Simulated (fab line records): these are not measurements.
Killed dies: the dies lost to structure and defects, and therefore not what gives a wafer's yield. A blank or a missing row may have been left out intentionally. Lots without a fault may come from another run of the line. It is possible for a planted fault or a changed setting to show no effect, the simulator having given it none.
Which tool did it? :: flow n5 finfet :: 29 wafers from 11 lots sampled at 3 of the route's 1938 steps

## WHAT THE GAUGES SHOWED, per wafer
N5_BEOL_M0_CUTY_INSPECT_59: inspects for defects (macro).
lot: L759
measured: day 5 20:18
on: defect inspect-01
raw defect count: 1 5 5

lot: L760
measured: day 6 02:24
on: defect inspect-02
raw defect count: 3 3 4

lot: L761
measured: day 6 07:34
on: defect inspect-02
raw defect count: 19

lot: L765
measured: day 7 05:37
on: defect inspect-01
raw defect count: 16

lot: L770
measured: day 8 17:33
on: defect inspect-02
raw defect count: 1 2 3

lot: L774
measured: day 9 16:59
on: defect inspect-02
raw defect count: 2 4 2

lot: L777
measured: day 10 05:41
on: defect inspect-02
raw defect count: 2 2 1

lot: L779
measured: day 10 17:23
on: defect inspect-01
raw defect count: 2 3 3

lot: L780
measured: day 10 21:14
on: defect inspect-01
raw defect count: 3 1 1

lot: L781
measured: day 11 02:59
on: defect inspect-02
raw defect count: 2 1 3

lot: L782
measured: day 11 17:04
on: defect inspect-02
raw defect count: 0 0 4

## EACH LOT AND THE TOOL THAT RAN IT (in order: tool; ch and the chambers of the sampled wafers; start)
lot: L759
N5_BEOL_M0_SAQP_CUT_ETCH_46: rie diel-02 ch 2,3, day 5 19:09
N5_BEOL_M0_SAQP_ETCH_49: rie diel-03 ch 0,1,2, day 5 19:52

lot: L760
N5_BEOL_M0_SAQP_CUT_ETCH_46: rie diel-02 ch 0,1,3, day 6 01:07
N5_BEOL_M0_SAQP_ETCH_49: rie diel-05 ch 0,2, day 6 01:51

lot: L761
N5_BEOL_M0_SAQP_CUT_ETCH_46: rie diel-02 ch 0, day 6 06:22
N5_BEOL_M0_SAQP_ETCH_49: rie diel-02 ch 0, day 6 07:04

lot: L765
N5_BEOL_M0_SAQP_CUT_ETCH_46: rie diel-02 ch 0, day 7 04:21
N5_BEOL_M0_SAQP_ETCH_49: rie diel-03 ch 0, day 7 05:05

lot: L770
N5_BEOL_M0_SAQP_CUT_ETCH_46: rie diel-03 ch 0,2, day 8 16:14
N5_BEOL_M0_SAQP_ETCH_49: rie diel-05 ch 1,2,3, day 8 17:00

lot: L774
N5_BEOL_M0_SAQP_CUT_ETCH_46: rie diel-05 ch 2,3, day 9 15:42
N5_BEOL_M0_SAQP_ETCH_49: rie diel-02 ch 0,1,3, day 9 16:26

lot: L777
N5_BEOL_M0_SAQP_CUT_ETCH_46: rie diel-03 ch 0,1,3, day 10 04:25
N5_BEOL_M0_SAQP_ETCH_49: rie diel-02 ch 0,1,3, day 10 05:08

lot: L779
N5_BEOL_M0_SAQP_CUT_ETCH_46: rie diel-05 ch 0,1,3, day 10 15:34
N5_BEOL_M0_SAQP_ETCH_49: rie diel-05 ch 0,3, day 10 16:50

lot: L780
N5_BEOL_M0_SAQP_CUT_ETCH_46: rie diel-03 ch 0,1, day 10 19:55
N5_BEOL_M0_SAQP_ETCH_49: rie diel-03 ch 0,3, day 10 20:41

lot: L781
N5_BEOL_M0_SAQP_CUT_ETCH_46: rie diel-05 ch 0,1,2, day 11 01:35
N5_BEOL_M0_SAQP_ETCH_49: rie diel-02 ch 2,3, day 11 02:26

lot: L782
N5_BEOL_M0_SAQP_CUT_ETCH_46: rie diel-03 ch 1,2,3, day 11 15:47
N5_BEOL_M0_SAQP_ETCH_49: rie diel-03 ch 0,1,2, day 11 16:31
- N5_BEOL_M0_SAQP_CUT_ETCH_46: etches SOC in N2/H2, target depth 135 nm, overetch 27 nm, time 202.5 s.
- N5_BEOL_M0_SAQP_ETCH_49: etches SiO2 in CF4/O2, target depth 37 nm.

## THE ANSWER, worked out from the rows above alone
Rule: what is usual is taken from the lots themselves. Put in order of their means at a reading, lots are off if they are a third of the lots or fewer, leave a main group of 4 or more, and stand apart from it by a gap of 3 or more times the standard deviation of the main group's means; of several such gaps the widest counts. If all means in a main group match to the digits the tables above print for the reading, that group is not used. Also off: a lot with no number at a reading for which 4 or more lots have one. The other lots that the step has rows for count as sound.
Off, at N5_BEOL_M0_CUTY_INSPECT_59 on raw defect count: L761, L765. The main group has a mean of 2.3 with a standard deviation of 0.75.
A tool fits if, at a process step before that reading, it ran every lot that is off, and no sound lot after the first of them. Gauges at N5_BEOL_M0_CUTY_INSPECT_59: tried the same way as those tools. One fits: N5_BEOL_M0_SAQP_CUT_ETCH_46 on rie diel-02. A fault onset in the window from L760 (day 6 01:07, its last sound lot) to L761 (day 6 06:22, its first lot off) fits.

## WHAT THE SIMULATOR HAD INSERTED
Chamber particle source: rie diel-02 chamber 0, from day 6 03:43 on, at N5_BEOL_M0_SAQP_CUT_ETCH_46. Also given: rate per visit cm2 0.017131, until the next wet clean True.
Struck lots among those shown: L761, L765. The rule above reached the same finding.
